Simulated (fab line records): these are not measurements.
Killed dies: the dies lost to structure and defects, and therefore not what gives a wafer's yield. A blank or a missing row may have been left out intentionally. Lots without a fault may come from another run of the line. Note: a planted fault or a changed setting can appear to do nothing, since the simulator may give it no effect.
fab line records	flow n5-finfet
record lots=7	wafers=39
route steps=1938 shown BEOL_M3@980 BEOL_M6@1239 BEOL_M8@1348
start-h: start of the lot's first displayed wafer, in hours after the record's first day	wait-h: how many hours have passed since the lot's step before this one	" as in the row above	L1.1+2: a row that stands for several wafers	- no value present, or no start provided	* or withheld: withheld	< > ~ a bound
route shown NAME@n: names a module that has steps shown in the file, with the first one's number in the route	usual: average and standard deviation across the fault-free wafers	same: alike in all rows	chamber/n: place in a boat	sites: each site's reading	_std_site: the standard deviation of these	_edge_site: the outer-site mean with the inner-site mean subtracted	radius-mm: for every site, how far away it sits from the centre of the wafer	mask NAME#n: copy n	behind: tool/chamber where the wafer was last shaped	hold: what put the lot on hold/how long, in hours/how the hold closed	device: the transistor (n, p or np) that didn't switch	end of line: the tests these same wafers got at the end of their route	a step given without rows: its recipe and nothing more	killed: dies that structure and defects cost at the first sort, which is not the same as the wafer's yield	map: per-die view of a wafer (x killed, . not killed, _ where there is no die)
set.NAME: setting as actually run; set.NAME@STEP: the setting as run at that earlier step	model.NAME: the simulator's own value behind a step, which no gauge read
lots where settings were altered on purpose, with a table for each step and a row for each wafer
## steps
# step N5_BEOL_M3_TRENCH_ETCH_37
# recipe chemistry=C4F6/O2	target-depth-a=555.55	target=SiOC	time-s=29.2	ion-energy-ev=250	pressure-mtorr=30	source-w=355	bias-w=185	Ar_flow_sccm=300	C4F6_flow_sccm=10	O2_flow_sccm=10
lot.wafer	tool	chamber	start-h	wait-h	set.target-depth-a	model.BEOL_M3.feature-depth-nm	model.etch.depth-nm	model.TiN_of_BEOL_M3_HM_DEP_02.thk-nm
L074.1	rie-diel-01	1	-	-	555.55	52	51.99	18.4
L074.2	"	2	"	"	555.55	56	55.93	17.8
L074.3	"	3	"	"	348.6	34.2	34.11	18.8
L074.4	"	2	"	"	348.6	34.8	34.88	19
L074.5	"	1	"	"	348.6	32.4	32.4	19
L074.6	"	3	"	"	555.55	54.8	54.74	18
L080.2	rie-diel-05	0	-	-	555.55	58	57.99	17.4
L080.3	"	3	"	"	555.55	53.4	53.43	17.4
L080.6	"	0	"	"	555.55	58	57.98	17.8
L082.1	rie-diel-01	2	-	-	555.55	56.6	56.65	17.6
L082.2	"	3	"	"	762	75.8	75.87	17
L082.3	"	0	"	"	762	75.6	75.58	17
L082.4	"	1	"	"	555.55	52.6	52.62	18.2
L082.5	"	3	"	"	555.55	55.2	55.22	17.8
L082.6	"	0	"	"	762	75.2	75.28	17.4
L084.1	rie-diel-06	1	-	-	885.4	87.4	87.36	16.4
L084.2	"	2	"	"	555.55	56	56.02	17.6
L084.3	"	3	"	"	555.55	56.2	56.11	18.2
L084.4	"	0	"	"	885.4	88.6	88.68	16.4
L084.5	"	0	"	"	555.55	55.8	55.83	17.8
L084.6	"	1	"	"	885.4	87.4	87.42	16.8
L086.1	rie-diel-06	0	-	-	275	27.6	27.55	19.4
L086.2	"	1	"	"	275	26.8	26.73	19.2
L086.3	"	2	"	"	555.55	56.4	56.45	17
L086.4	"	3	"	"	275	28	28.02	18.6
L086.5	"	1	"	"	555.55	54.4	54.31	17.2
L086.6	"	2	"	"	555.55	56.4	56.35	18
L093.1	rie-diel-05	0	-	-	555.55	59	58.98	17.6
L093.2	"	3	"	"	820.3	78.8	78.76	16.8
L093.3	"	2	"	"	820.3	84	83.98	16.4
L093.4	"	1	"	"	555.55	54.4	54.4	17.6
L093.5	"	2	"	"	555.55	56.4	56.48	17.6
L093.6	"	3	"	"	820.3	78.8	78.81	17
L095.1	rie-diel-05	1	-	-	555.55	54.6	54.56	17.8
L095.2	"	3	"	"	555.55	53	52.95	18.4
L095.3	"	0	"	"	555.55	59.2	59.15	17
L095.4	"	2	"	"	681.9	69.8	69.72	17
L095.5	"	0	"	"	681.9	72.4	72.46	17
L095.6	"	1	"	"	681.9	66.6	66.6	16.8
# step N5_BEOL_M3_ETCH_41
# recipe chemistry=CH3F/O2	target=SiCN	target-depth-a=299	taper-deg=2	time-s=52.5	ion-energy-ev=120	mask-material=TiN	pressure-mtorr=30	source-w=395	bias-w=75	Ar_flow_sccm=150	CH3F_flow_sccm=30	O2_flow_sccm=20
# step N5_BEOL_M3_STRIP_97
# recipe chemistry=N2/H2	time-s=10	power-w=450	temp-c=40	pressure-mtorr=20	rf-frequency-hz=6e+07	bias-power-w=7	n2-flow-sccm=200	h2-flow-sccm=200
# step N5_BEOL_M3_OCD_MEAS_38
# usual trench-depth-nm=55.2/1.7
lot.wafer	tool	chamber	start-h	wait-h	set.target-depth-a@BEOL_M3_TRENCH_ETCH_37	trench-depth-nm
L074.1	ocd-02	-	177.17	-	555.55	52.0
L074.2	"	-	"	"	555.55	55.6
L074.3	"	-	"	"	348.6	33.7
L074.4	"	-	"	"	348.6	34.7
L074.5	"	-	"	"	348.6	32.7
L074.6	"	-	"	"	555.55	54.8
L080.2	ocd-01	-	185.33	-	555.55	58.3
L080.3	"	-	"	"	555.55	53.7
L080.6	"	-	"	"	555.55	57.8
L082.1	ocd-01	-	200.30	-	555.55	56.5
L082.2	"	-	"	"	762	76.0
L082.3	"	-	"	"	762	76.2
L082.4	"	-	"	"	555.55	52.4
L082.5	"	-	"	"	555.55	55.5
L082.6	"	-	"	"	762	75.4
L084.1	ocd-01	-	218.34	-	885.4	87.2
L084.2	"	-	"	"	555.55	55.6
L084.3	"	-	"	"	555.55	55.7
L084.4	"	-	"	"	885.4	88.4
L084.5	"	-	"	"	555.55	56.6
L084.6	"	-	"	"	885.4	87.0
L086.1	ocd-01	-	240.08	-	275	27.7
L086.2	"	-	"	"	275	25.9
L086.3	"	-	"	"	555.55	56.1
L086.4	"	-	"	"	275	27.6
L086.5	"	-	"	"	555.55	54.4
L086.6	"	-	"	"	555.55	56.7
L093.1	ocd-02	-	313.81	-	555.55	58.7
L093.2	"	-	"	"	820.3	79.4
L093.3	"	-	"	"	820.3	84.1
L093.4	"	-	"	"	555.55	54.6
L093.5	"	-	"	"	555.55	56.6
L093.6	"	-	"	"	820.3	79.0
L095.1	ocd-02	-	327.43	-	555.55	54.6
L095.2	"	-	"	"	555.55	53.4
L095.3	"	-	"	"	555.55	59.5
L095.4	"	-	"	"	681.9	69.5
L095.5	"	-	"	"	681.9	72.5
L095.6	"	-	"	"	681.9	66.6
# step N5_BEOL_M6_TRENCH_ETCH_37
# recipe chemistry=C4F6/O2	target-depth-a=944.35	target=SiCOH_lowk	time-s=31.5	ion-energy-ev=250	pressure-mtorr=30	source-w=345	bias-w=185	Ar_flow_sccm=300	C4F6_flow_sccm=10	O2_flow_sccm=10
lot.wafer	tool	chamber	start-h	wait-h	set.target-depth-a	model.etch.depth-nm	model.BEOL_M6.feature-depth-nm	model.TiN_of_BEOL_M6_HM_DEP_02.thk-nm
L074.1	rie-diel-04	0	-	-	1485	146.6	146.6	15.8
L074.2	"	3	"	"	1485	146.9	147	16.2
L074.3+6	"	1	"	"	944.35	94.57	94.6	17.2
L074.4	"	3	"	"	944.35	93.81	93.8	17.4
L074.5	"	0	"	"	1485	146	146	15.8
L080.2	rie-diel-02	0	-	-	944.35	92.91	93	17.8
L080.3	"	1	"	"	944.35	97.8	97.8	18
L080.6	"	1	"	"	944.35	98.05	98	17.8
L082.1	rie-diel-02	3	-	-	944.35	97.93	98	17
L082.2	"	2	"	"	727.4	73.63	73.6	17.8
L082.3	"	1	"	"	944.35	96	96	17.4
L082.4	"	0	"	"	727.4	71.44	71.4	17.8
L082.5	"	2	"	"	944.35	95.41	95.4	17.6
L082.6	"	3	"	"	727.4	74.87	74.8	17.6
L084.1	rie-diel-03	0	-	-	581.5	57.16	57.2	18.6
L084.2	"	3	"	"	581.5	58.32	58.4	18.6
L084.3	"	2	"	"	944.35	91.3	91.2	18
L084.4	"	1	"	"	944.35	90.66	90.6	17.6
L084.5	"	3	"	"	581.5	58.8	58.8	18.4
L084.6	"	2	"	"	944.35	91.62	91.6	18
L086.1	rie-diel-04	2	-	-	944.35	100.1	100.2	17.2
L086.2	"	0	"	"	944.35	95.36	95.4	17.4
L086.3	"	1	"	"	944.35	96.01	96	17.6
L086.4	"	3	"	"	944.35	92.94	93	17.4
L086.5	"	3	"	"	944.35	93.88	93.8	17.2
L086.6	"	0	"	"	944.35	95.16	95.2	17.6
L093.1	rie-diel-03	0	-	-	1365	136.7	136.8	16.4
L093.2	"	3	"	"	1365	141.2	141.2	16
L093.3	"	1	"	"	1365	130.8	130.8	16.6
L093.4	"	2	"	"	944.35	90.98	91	17.6
L093.5	"	0	"	"	944.35	93.87	93.8	17.6
L093.6	"	3	"	"	944.35	99	99	17.2
L095.1	rie-diel-02	3	-	-	944.35	96.24	96.2	17
L095.2	"	1	"	"	944.35	93.49	93.4	16.8
L095.3	"	2	"	"	421.8	42.76	42.8	18.8
L095.4	"	0	"	"	944.35	90.85	90.8	17.6
L095.5	"	3	"	"	421.8	43.24	43.2	18.4
L095.6	"	2	"	"	421.8	42.3	42.2	18.6
# step N5_BEOL_M6_ETCH_41
# recipe chemistry=CH3F/O2	target=SiCN	target-depth-a=297	taper-deg=2	time-s=52	ion-energy-ev=120	mask-material=TiN	pressure-mtorr=30	source-w=395	bias-w=75	Ar_flow_sccm=150	CH3F_flow_sccm=30	O2_flow_sccm=20
# step N5_BEOL_M6_STRIP_80
# recipe chemistry=N2/H2	time-s=10	power-w=450	temp-c=40	pressure-mtorr=20	rf-frequency-hz=6e+07	bias-power-w=7	n2-flow-sccm=200	h2-flow-sccm=200
# step N5_BEOL_M6_OCD_MEAS_38
# usual trench-depth-nm=93.9/2.7
lot.wafer	tool	chamber	start-h	wait-h	set.target-depth-a@BEOL_M6_TRENCH_ETCH_37	trench-depth-nm
L074.1	ocd-01	-	233.07	-	1485	146.1
L074.2	"	-	"	"	1485	146.4
L074.3	"	-	"	"	944.35	94.2
L074.4	"	-	"	"	944.35	93.5
L074.5	"	-	"	"	1485	145.7
L074.6	"	-	"	"	944.35	94.5
L080.2	ocd-01	-	243.34	-	944.35	92.7
L080.3	"	-	"	"	944.35	97.7
L080.6	"	-	"	"	944.35	98.4
L082.1	ocd-01	-	243.74	-	944.35	98.5
L082.2	"	-	"	"	727.4	74.0
L082.3	"	-	"	"	944.35	96.1
L082.4	"	-	"	"	727.4	71.8
L082.5	"	-	"	"	944.35	95.3
L082.6	"	-	"	"	727.4	74.6
L084.1	ocd-01	-	269.08	-	581.5	56.5
L084.2	"	-	"	"	581.5	57.9
L084.3	"	-	"	"	944.35	91.6
L084.4	"	-	"	"	944.35	90.4
L084.5	"	-	"	"	581.5	59.3
L084.6	"	-	"	"	944.35	91.3
L086.1	ocd-02	-	302.75	-	944.35	100.6
L086.2	"	-	"	"	944.35	95.3
L086.3	"	-	"	"	944.35	95.9
L086.4	"	-	"	"	944.35	93.0
L086.5	"	-	"	"	944.35	94.1
L086.6	"	-	"	"	944.35	95.3
L093.1	ocd-01	-	369.24	-	1365	136.3
L093.2	"	-	"	"	1365	141.1
L093.3	"	-	"	"	1365	130.6
L093.4	"	-	"	"	944.35	91.1
L093.5	"	-	"	"	944.35	93.9
L093.6	"	-	"	"	944.35	98.8
L095.1	ocd-01	-	377.58	-	944.35	96.4
L095.2	"	-	"	"	944.35	93.5
L095.3	"	-	"	"	421.8	42.8
L095.4	"	-	"	"	944.35	90.8
L095.5	"	-	"	"	421.8	43.6
L095.6	"	-	"	"	421.8	42.9
# step N5_BEOL_M6_HM_STRIP_39
# recipe chemistry=peroxide-tin-strip	material=TiN	target-depth-a=250	temp-c=50	time-s=158
# step N5_BEOL_M6_SRD_40
# recipe time-s=30	temp-c=23	rinse-liquid=diw	dry=ipa-marangoni
# step N5_BEOL_M6_ECD_50
# recipe material=Cu	target-thk-a=3000
# step N5_BEOL_M6_ANNEAL_51
# recipe temp-c=225	time-s=90	ambient=N2
# step N5_BEOL_M6_CMP_52
# recipe stop-on=SiCOH_lowk	t-overpolish-s=6.9	down-force-psi=1	platen-rpm=50	clearing-platen-down-force-psi=1.5	clearing-platen-rpm=50	post-cmp-clean=cu-alkaline	target-thk-nm=80	clearing-platen-pad-velocity-m-s=0.99484	pad-velocity-m-s=0.99484
lot.wafer	tool	chamber	start-h	wait-h	set.target-depth-a@BEOL_M6_TRENCH_ETCH_37	model.Cu_of_BEOL_M6_ECD_50.thk-nm
L074.2	cmp-03	1	235.31	0.4	1485	131.8
L074.1	"	2	"	"	1485	134.4
L074.4	"	3	"	"	944.35	79.8
L074.3	"	0	"	"	944.35	77.4
L074.5	"	1	"	"	1485	130.8
L074.6	"	2	"	"	944.35	82.2
L080.2	cmp-03	1	245.57	0.2	944.35	78.2
L080.3	"	2	"	"	944.35	85.6
L080.6	"	1	"	"	944.35	83.2
L082.1	cmp-04	1	246.02	0.3	944.35	85.4
L082.3	"	2	"	"	944.35	84.4
L082.2	"	3	"	"	727.4	61.4
L082.4	"	0	"	"	727.4	56.2
L082.6	"	1	"	"	727.4	61.6
L082.5	"	2	"	"	944.35	82.6
L084.4	cmp-04	1	271.00	0.1	944.35	77.2
L084.3	"	2	"	"	944.35	79.2
L084.2	"	3	"	"	581.5	46.6
L084.1	"	0	"	"	581.5	43.2
L084.5	"	1	"	"	581.5	46.2
L084.6	"	2	"	"	944.35	79.6
L086.2	cmp-02	1	304.76	0.2	944.35	81.8
L086.1	"	2	"	"	944.35	84.6
L086.3	"	3	"	"	944.35	81
L086.4	"	0	"	"	944.35	80
L086.6	"	1	"	"	944.35	82.6
L086.5	"	2	"	"	944.35	77.8
L093.3	cmp-03	3	371.20	0.2	1365	115.2
L093.2	"	0	"	"	1365	123.8
L093.1	"	1	"	"	1365	120.6
L093.4	"	2	"	"	944.35	76.4
L093.5	"	3	"	"	944.35	78
L093.6	"	0	"	"	944.35	81.8
L095.4	cmp-03	2	381.67	0.2	944.35	76.4
L095.2	"	3	"	"	944.35	77.2
L095.3	"	0	"	"	421.8	25
L095.1	"	1	"	"	944.35	80.2
L095.5	"	2	"	"	421.8	29
L095.6	"	3	"	"	421.8	25.8
# step N5_BEOL_M6_THK_MEAS_53
# recipe thk-meas-gauge=xrf	reads=Cu_of_BEOL_M6_ECD_50
# usual M6_THK=80/3.2
lot.wafer	tool	chamber	start-h	wait-h	set.target-depth-a@BEOL_M6_TRENCH_ETCH_37	M6_THK[nm]
L074.1	film-metro-02	-	235.61	-	1485	136
L074.2	"	-	"	"	1485	133
L074.3	"	-	"	"	944.35	78
L074.4	"	-	"	"	944.35	81
L074.5	"	-	"	"	1485	132
L074.6	"	-	"	"	944.35	83
L080.2	film-metro-02	-	245.87	-	944.35	78
L080.3	"	-	"	"	944.35	86
L080.6	"	-	"	"	944.35	83
L082.1	film-metro-01	-	246.31	-	944.35	86
L082.2	"	-	"	"	727.4	62
L082.3	"	-	"	"	944.35	85
L082.4	"	-	"	"	727.4	57
L082.5	"	-	"	"	944.35	84
L082.6	"	-	"	"	727.4	62
L084.1	film-metro-02	-	271.30	-	581.5	43
L084.2	"	-	"	"	581.5	47
L084.3	"	-	"	"	944.35	79
L084.4	"	-	"	"	944.35	77
L084.5	"	-	"	"	581.5	46
L084.6	"	-	"	"	944.35	80
L086.1	film-metro-01	-	305.06	-	944.35	86
L086.2	"	-	"	"	944.35	84
L086.3	"	-	"	"	944.35	83
L086.4	"	-	"	"	944.35	82
L086.5	"	-	"	"	944.35	79
L086.6	"	-	"	"	944.35	85
L093.1	film-metro-01	-	371.49	-	1365	123
L093.2	"	-	"	"	1365	126
L093.3	"	-	"	"	1365	118
L093.4	"	-	"	"	944.35	78
L093.5	"	-	"	"	944.35	79
L093.6	"	-	"	"	944.35	83
L095.1	film-metro-01	-	381.96	-	944.35	81
L095.2	"	-	"	"	944.35	78
L095.3	"	-	"	"	421.8	25
L095.4	"	-	"	"	944.35	78
L095.5	"	-	"	"	421.8	29
L095.6	"	-	"	"	421.8	26
# step N5_BEOL_M6_PRE_CLEAN_55
# recipe gas=NH3	time-s=15	temp-c=withheld	rf-power-w=300
# step N5_BEOL_M6_DEP_56
# recipe material=SiCN	target-thk-a=100	temp-c=withheld	precursor=3MS/NH3	pressure-torr=3	rf-w=202	time-s=17.5
# step N5_BEOL_M6_RS_MEAS_57
# recipe thk-meas-gauge=four-point-probe	reads=Cu_of_BEOL_M6_ECD_50+Co_of_BEOL_M6_CVD_78+TaN_of_BEOL_M6_ALD_77
# usual M6_RS=0.290/0.014
lot.wafer	tool	chamber	start-h	wait-h	set.target-depth-a@BEOL_M6_TRENCH_ETCH_37	M6_RS[ohm/sq]
L074.1	film-metro-02	-	235.74	0.1	1485	0.158
L074.2	"	-	"	"	1485	0.162
L074.3	"	-	"	"	944.35	0.297
L074.4	"	-	"	"	944.35	0.287
L074.5	"	-	"	"	1485	0.163
L074.6	"	-	"	"	944.35	0.277
L080.2	film-metro-01	-	246.00	0.1	944.35	0.295
L080.3	"	-	"	"	944.35	0.264
L080.6	"	-	"	"	944.35	0.273
L082.1	film-metro-02	-	246.44	0.1	944.35	0.265
L082.2	"	-	"	"	727.4	0.393
L082.3	"	-	"	"	944.35	0.268
L082.4	"	-	"	"	727.4	0.437
L082.5	"	-	"	"	944.35	0.274
L082.6	"	-	"	"	727.4	0.391
L084.1	film-metro-02	-	271.43	0.1	581.5	0.608
L084.2	"	-	"	"	581.5	0.553
L084.3	"	-	"	"	944.35	0.289
L084.4	"	-	"	"	944.35	0.299
L084.5	"	-	"	"	581.5	0.560
L084.6	"	-	"	"	944.35	0.287
L086.1	film-metro-01	-	305.19	0.1	944.35	0.269
L086.2	"	-	"	"	944.35	0.279
L086.3	"	-	"	"	944.35	0.282
L086.4	"	-	"	"	944.35	0.286
L086.5	"	-	"	"	944.35	0.296
L086.6	"	-	"	"	944.35	0.276
L093.1	film-metro-01	-	371.62	0.1	1365	0.179
L093.2	"	-	"	"	1365	0.173
L093.3	"	-	"	"	1365	0.188
L093.4	"	-	"	"	944.35	0.303
L093.5	"	-	"	"	944.35	0.295
L093.6	"	-	"	"	944.35	0.279
L095.1	film-metro-01	-	382.09	0.1	944.35	0.285
L095.2	"	-	"	"	944.35	0.298
L095.3	"	-	"	"	421.8	1.265
L095.4	"	-	"	"	944.35	0.302
L095.5	"	-	"	"	421.8	1.028
L095.6	"	-	"	"	421.8	1.204
# step N5_BEOL_M8_DESCUM_16
# recipe chemistry=O2	time-s=7.9	source-power-w=50	bias-power-w=20	pressure-mtorr=20	rf-frequency-hz=2.712e+07	temp-c=40	resist=CAR-ArF	o2-flow-sccm=225
lot.wafer	tool	chamber	start-h	wait-h	set.time-s	model.CAR-ArF_of_BEOL_M8_COAT_05.thk-nm
L074.1+4	rie-diel-03	2,1	249.50	0.5	5.218	85.4
L074.2+5+6	"	3,1,0	"	"	7.9	83.6
L074.3	"	0	"	"	5.218	85.6
L082.1	rie-diel-02	3	258.38	0.0	7.9	83.2
L082.2+6	"	1	"	"	7.9	83.6
L082.3+5	"	2,0	"	"	5.433	84.8
L082.4	"	0	"	"	5.433	85
L080.2	rie-diel-02	3	258.64	0.2	7.9	83.4
L080.3	"	0	"	"	7.9	83.6
L080.6	"	0	"	"	7.9	83.2
L084.1	rie-diel-02	0	280.95	0.0	5.44	84.8
L084.2+6	"	2,1	"	"	7.9	83.8
L084.3	"	1	"	"	5.44	85.2
L084.4	"	3	"	"	7.9	83.6
L084.5	"	2	"	"	5.44	85
L086.1+5+6	rie-diel-02	0,0,1	318.03	0.0	7.9	83.8
L086.2+3+4	"	2,1,3	"	"	7.9	83.6
L093.1	rie-diel-03	3	378.95	0.2	7.9	83.2
L093.2	"	2	"	"	9.139	82.4
L093.3+6	"	0,2	"	"	7.9	83.4
L093.4+5	"	1,3	"	"	9.139	82.6
L095.1	rie-diel-03	0	395.33	0.1	6.344	84.4
L095.2	"	3	"	"	7.9	83.4
L095.3	"	2	"	"	7.9	83.6
L095.4	"	1	"	"	6.344	84.6
L095.5	"	2	"	"	6.344	84.8
L095.6	"	3	"	"	7.9	83.8
# step N5_BEOL_M8_ETCH_61
# recipe chemistry=CF4	target=SiARC	target-depth-a=455	mask-material=CAR-ArF	time-s=75.8	ion-energy-ev=80	pressure-mtorr=40	source-w=545	bias-w=36	Ar_flow_sccm=100	cf4-flow-sccm=100	ends=cleared
lot.wafer	tool	chamber	start-h	wait-h	set.time-s@BEOL_M8_DESCUM_16	model.CAR-ArF_of_BEOL_M8_COAT_05.thk-nm
L074.1	rie-diel-03	2	249.53	0.0	5.218	52.6
L074.2+5	"	3,1	"	"	7.9	50.8
L074.3+4	"	0,1	"	"	5.218	52.8
L074.6	"	0	"	"	7.9	51
L082.1	rie-diel-02	3	258.42	0.0	7.9	50.8
L082.2	"	1	"	"	7.9	51.2
L082.3+5	"	2,0	"	"	5.433	52.2
L082.4	"	0	"	"	5.433	52.4
L082.6	"	1	"	"	7.9	51
L080.2	rie-diel-02	3	258.67	0.0	7.9	51
L080.3	"	0	"	"	7.9	51.2
L080.6	"	0	"	"	7.9	50.8
L084.1+5	rie-diel-02	0,2	280.99	0.0	5.44	52.4
L084.2+4+6	"	2,3,1	"	"	7.9	51.2
L084.3	"	1	"	"	5.44	52.6
L086.1+5	rie-diel-02	0	318.07	0.0	7.9	51.4
L086.2+3	"	2,1	"	"	7.9	51
L086.4+6	"	3,1	"	"	7.9	51.2
L093.1	rie-diel-03	3	378.98	0.0	7.9	50.6
L093.2	"	2	"	"	9.139	49.8
L093.3+6	"	0,2	"	"	7.9	50.8
L093.4+5	"	1,3	"	"	9.139	50
L095.1	rie-diel-03	0	395.37	0.0	6.344	51.8
L095.2	"	3	"	"	7.9	50.8
L095.3	"	2	"	"	7.9	51
L095.4	"	1	"	"	6.344	52
L095.5	"	2	"	"	6.344	52.2
L095.6	"	3	"	"	7.9	51.2
## key
split step=N5_BEOL_M3_TRENCH_ETCH_37	setting=target-depth-a	stated=555.55	by=wafer
response step=N5_BEOL_M3_TRENCH_ETCH_37	reading=model.BEOL_M3.feature-depth-nm	change=+0.542	per=1%	r=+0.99
response step=N5_BEOL_M3_TRENCH_ETCH_37	reading=model.etch.depth-nm	change=+0.542	per=1%	r=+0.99
response step=N5_BEOL_M3_TRENCH_ETCH_37	reading=model.TiN_of_BEOL_M3_HM_DEP_02.thk-nm	change=-0.0243	per=1%	r=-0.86
response step=N5_BEOL_M3_OCD_MEAS_38	reading=trench-depth-nm	change=+0.545	per=1%	r=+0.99
split step=N5_BEOL_M6_TRENCH_ETCH_37	setting=target-depth-a	stated=944.35	by=wafer
response step=N5_BEOL_M6_TRENCH_ETCH_37	reading=model.etch.depth-nm	change=+0.915	per=1%	r=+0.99
response step=N5_BEOL_M6_TRENCH_ETCH_37	reading=model.BEOL_M6.feature-depth-nm	change=+0.915	per=1%	r=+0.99
response step=N5_BEOL_M6_TRENCH_ETCH_37	reading=model.TiN_of_BEOL_M6_HM_DEP_02.thk-nm	change=-0.0235	per=1%	r=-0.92
response step=N5_BEOL_M6_OCD_MEAS_38	reading=trench-depth-nm	change=+0.912	per=1%	r=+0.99
response step=N5_BEOL_M6_CMP_52	reading=model.Cu_of_BEOL_M6_ECD_50.thk-nm	change=+0.922	per=1%	r=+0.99
response step=N5_BEOL_M6_THK_MEAS_53	reading=M6_THK	change=+0.933	per=1%	r=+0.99
response step=N5_BEOL_M6_RS_MEAS_57	reading=M6_RS	shape=bent	at-lowest=1.166	at-stated=0.284	at-highest=0.161
split step=N5_BEOL_M8_DESCUM_16	setting=time-s	stated=7.9	by=wafer
response step=N5_BEOL_M8_DESCUM_16	reading=model.CAR-ArF_of_BEOL_M8_COAT_05.thk-nm	change=-0.0479	per=1%	r=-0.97
response step=N5_BEOL_M8_ETCH_61	reading=model.CAR-ArF_of_BEOL_M8_COAT_05.thk-nm	change=-0.0468	per=1%	r=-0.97
